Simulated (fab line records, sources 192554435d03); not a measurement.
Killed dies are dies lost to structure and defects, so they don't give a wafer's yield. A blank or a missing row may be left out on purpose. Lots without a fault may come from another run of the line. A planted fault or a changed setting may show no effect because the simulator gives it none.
Split-lot experiment | flow n5_finfet | 7 lots, 21 wafers read, on a route of 1938 steps

THE SPLIT
At N5_BEOL_M11_ETCH_62 (etches SOC in N2/H2, target depth 110 nm, overetch 22 nm, time 165 s), the setting time_s was moved away from the recipe's 165 s on 7 of the 21 wafers read, by -19.8% to +22.2%. The other wafers ran this setting at the recipe's value.

The reading is taken at the split's own step.

THE READING
SiARC_of_BEOL_M11_COAT_60.thk_nm (the simulator's own value, which no gauge read), in nm, at N5_BEOL_M11_ETCH_62 (etches SOC in N2/H2, target depth 110 nm, overetch 22 nm, time 165 s). The file gives no usual value for it. The 14 wafers here that ran the recipe average 23.7 nm, standard deviation 0.25 nm.

wafer  | tool, chamber at the split | time_s as run, s | against the recipe | SiARC_of_BEOL_M11_COAT_60.thk_nm, nm | against lot-mates on the recipe
L074.3 | rie_diel-04, 1             | 142.3            | -13.8%             | 24                                   | +0.5
L074.4 | rie_diel-04, 0             | 165              | recipe             | 23.6                                 | -
L074.6 | rie_diel-04, 2             | 165              | recipe             | 23.4                                 | -
L082.3 | rie_diel-01, 1             | 165              | recipe             | 23.8                                 | -
L082.4 | rie_diel-01, 3             | 165              | recipe             | 23.6                                 | -
L082.5 | rie_diel-01, 2             | 165              | recipe             | 23.2                                 | -
L084.2 | rie_diel-01, 3,0           | 165              | recipe             | 23.4                                 | -
L084.5 | rie_diel-01, 3,0           | 165              | recipe             | 23.4                                 | -
L084.6 | rie_diel-01, 1             | 165              | recipe             | 23.8                                 | -
L087.2 | rie_diel-05, 3             | 165              | recipe             | 24                                   | -
L087.3 | rie_diel-05, 1             | 165              | recipe             | 23.8                                 | -
L087.4 | rie_diel-05, 1             | 132.4            | -19.8%             | 25                                   | +1.1
L089.3 | rie_diel-04, 3             | 201.7            | +22.2%             | 21.6                                 | -2.4
L089.4 | rie_diel-04, 0             | 165              | recipe             | 24                                   | -
L089.6 | rie_diel-04, 1             | 201.7            | +22.2%             | 21.8                                 | -2.2
L096.1 | rie_diel-05, 2             | 182.9            | +10.8%             | 22.8                                 | -1.0
L096.2 | rie_diel-05, 1             | 165              | recipe             | 23.8                                 | -
L096.6 | rie_diel-05, 1             | 182.9            | +10.8%             | 23.2                                 | -0.6
L097.4 | rie_diel-01, 0             | 165              | recipe             | 23.6                                 | -
L097.5 | rie_diel-01, 0             | 200.2            | +21.3%             | 22.4                                 | -1.4
L097.6 | rie_diel-01, 1             | 165              | recipe             | 24                                   | -
Where a row lists several chambers, the file gives one row for several wafers and doesn't say which wafer went through which chamber.

THE FIT
A straight line over all 21 wafers: SiARC_of_BEOL_M11_COAT_60.thk_nm changes by -0.0696 nm for each +1% of time_s; r = -0.93; the points scatter about the line by 0.3 nm.
The same after taking each lot's own level away (the mean of its wafers on the recipe; 21 wafers): -0.0767 nm for each +1%; r = -0.94; scatter 0.29 nm.
On that fit, the largest move of time_s shifts the reading by 1.7 nm.
The lots' own levels span 23.50 to 24.00 nm, that is 2.0 times the standard deviation above.
So the lot-to-lot level changes the slope little: the two slopes agree.
Check: with one of the wafers moved furthest among these (+22.2%) left out of the fit, the line predicts -1.61 nm for it against its lot-mates. It came out at -2.4 nm against them.

OTHER SPLITS ON THESE WAFERS
These wafers also went through other splits before the reading. Each is held against what the fit with the lots' levels taken away leaves over:
other split on the same wafers       | wafers away from the commonest value | r with SiARC_of_BEOL_M11_COAT_60.thk_nm (lot level and that fit taken away)
N5_BEOL_M7_PECVD_70 temp_c           | 6                                    | -0.01
N5_BEOL_M7_HM_DEP_02 target_thk_a    | 7                                    | +0.05
N5_BEOL_M8_PECVD_70 temp_c           | 10                                   | +0.71
N5_BEOL_M8_DEVELOP_10 develop_time_s | 6                                    | +0.09
N5_BEOL_M9_ETCH_62 source_w          | 8                                    | -0.16
N5_BEOL_M9_EXPOSE_25 dose_mj         | 7                                    | -0.22
N5_BEOL_M10_ILD_DEP_00 time_s        | 6                                    | +0.17
N5_BEOL_M10_PEB_26 peb_time_s        | 10                                   | +0.27

THE WHOLE CHAIN: every reading that the file lists as answering this split, in the file's order
step                   | what it does                                                         | reading                                                                           | change (the file's fit)                                                              | r (the file's)
N5_BEOL_M11_ETCH_62    | etches SOC in N2/H2, target depth 110 nm, overetch 22 nm, time 165 s | SiARC_of_BEOL_M11_COAT_60.thk_nm (the simulator's own value, which no gauge read) | -0.0718 nm for each +1% of the setting                                               | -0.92
N5_BEOL_M11_HM_OPEN_17 | chemistry Cl2/BCl3, target TiN, target depth 20 nm, overetch 6 nm    | etch.depth_nm (the simulator's own value, which no gauge read)                    | not straight: 20.28 at the lowest setting, 19.94 at the recipe, 16.77 at the highest | not given

THE FILE'S OWN FIT
SiARC_of_BEOL_M11_COAT_60.thk_nm changes by -0.0718 nm for each +1% of time_s, r = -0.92.
